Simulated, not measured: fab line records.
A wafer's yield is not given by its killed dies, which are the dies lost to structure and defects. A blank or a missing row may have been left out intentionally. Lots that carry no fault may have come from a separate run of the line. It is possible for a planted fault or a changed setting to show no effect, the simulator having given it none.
Comparing a struck lot with a sound one | flow nand-harc | 15 steps out of a route of 1302
Sound: wafers L835.3, L835.4, L835.6. Struck: wafer L823.4. (L823.3, L823.5 of the same lot were not struck and are left out.) The cause comes at the end.
Per side, at each step with rows, come the tool, then ch with its chambers, and then its first start. Under that, the readings that differ: sound wafers | struck wafers | difference of the means | sigmas: that difference in standard deviations of wafers without a fault.
alike: readings with means less than 2 such deviations apart, plus words and numbers identical on both sides. not compared: withheld readings, readings lacking a value on some wafer, bounds such as >300 that could conceal the same value, and numbers that have no deviation in the record and whose values overlap.
A row with sigmas, a row that says differs or no value, or rows on one side alone: a step with any of these is where the two part. Numbers that don't overlap but have no deviation are shown without sigmas and don't part them. A reading that every wafer of one side lacks parts them only if that side has two wafers or more.

first, 7 steps without rows for these wafers: NHARC_A_BLC_COAT_03 (time 65 s); NHARC_A_BLC_COAT_04 (resist thk 90 nm); NHARC_A_BLC_SOFTBAKE_05 (time 55 s); NHARC_A_BLC_EBR_06; NHARC_A_BLC_EXPOSE_07 (exposes mask A BLC, target cd 100 nm); NHARC_A_BLC_PEB_08 (peb time 65 s); NHARC_A_BLC_DEVELOP_09 (develop time 35 s).
NHARC_A_BLC_CD_MEAS_10: the cd target is 100 nm.
  sound on cd-sem-02 ch 0, day 31 01:28; struck on cd-sem-02 ch 0, day 25 14:17
  alike: cd-nm
NHARC_A_BLC_OVL_MEAS_11:
  struck on overlay-01, day 25 14:22; sound on overlay-02, day 31 01:34
  reading           | sound       | struck | difference | sigmas
  overlay-x-nm (nm) | 1.6 1.9 2.1 | -0.9   | -2.8       | -3
  alike: overlay-y-nm
NHARC_A_BLC_INSPECT_12:
  struck on defect-inspect-01, day 25 14:25; sound on defect-inspect-01, day 31 01:35
  alike: raw-defect-count
NHARC_A_BLC_DESCUM_15: chemistry O2, time 3 s.
  sound on rie-diel-03 ch 0,2,3, day 31 01:40; struck on rie-diel-10 ch 2, day 25 14:29
  reading                | sound                | struck | difference | sigmas
  rf-vpp-V (V)           | 58.8 57.4 56.3       | 55.4   | -2.1       | -2
  throttle-valve-pct (%) | 11.303 11.306 11.306 | 11.340 | +0.035     | +4
  alike: chamber-pressure-mTorr, drypump-motor-current-A, oes-product-au, showerhead-plenum-p-Torr
  not compared: rf-hours-counter-h
NHARC_A_BLC_ETCH_16: etches the open film in CF4, target depth 39 nm, time 65 s.
  sound on rie-diel-03 ch 0,2,3, day 31 01:46; struck on rie-diel-10 ch 0, day 25 14:34
  alike: chamber-pressure-mTorr, drypump-motor-current-A, oes-product-au, rf-vpp-V, run-length-s, showerhead-plenum-p-Torr, throttle-valve-pct
  not compared: rf-hours-counter-h
NHARC_A_BLC_ETCH_17: etches the open film in N2/H2, target depth 390 nm, time 609.38 s.
  sound on rie-diel-03 ch 0,3, day 31 01:55; struck on rie-diel-10 ch 0, day 25 14:39
  reading          | sound             | struck | difference | sigmas
  run-length-s (s) | 630.6 630.4 630.3 | 396.0  | -234.4     | -99 or more
  alike: chamber-pressure-mTorr, drypump-motor-current-A, h2-flow-sccm, oes-product-au, rf-vpp-V, showerhead-plenum-p-Torr, throttle-valve-pct
  not compared: rf-hours-counter-h
NHARC_A_BLC_ETCH_18: etches the open film in C4F8/O2/Ar, target depth 910 nm.
  sound: rie-diel-03 ch 0,2; struck: rie-diel-10 ch 2
  alike: chamber-pressure-mTorr, oes-product-au, rf-vpp-V
  not compared: rf-hours-counter-h
-- jump in the record: it breaks off in module A_BLC and resumes in module END (first step shown: number 1302 of the route), and 2 days separate the struck wafers' starts before and after --
NHARC_END_SORT_01:
  only the struck wafers appear in the record here, on prober-01 ch 0 at day 27 17:58; the sound ones have no rows

WHERE THEY PART
Last at NHARC_END_SORT_01 as far as this record goes, first at NHARC_A_BLC_OVL_MEAS_11.

WHY: what the simulator had put in
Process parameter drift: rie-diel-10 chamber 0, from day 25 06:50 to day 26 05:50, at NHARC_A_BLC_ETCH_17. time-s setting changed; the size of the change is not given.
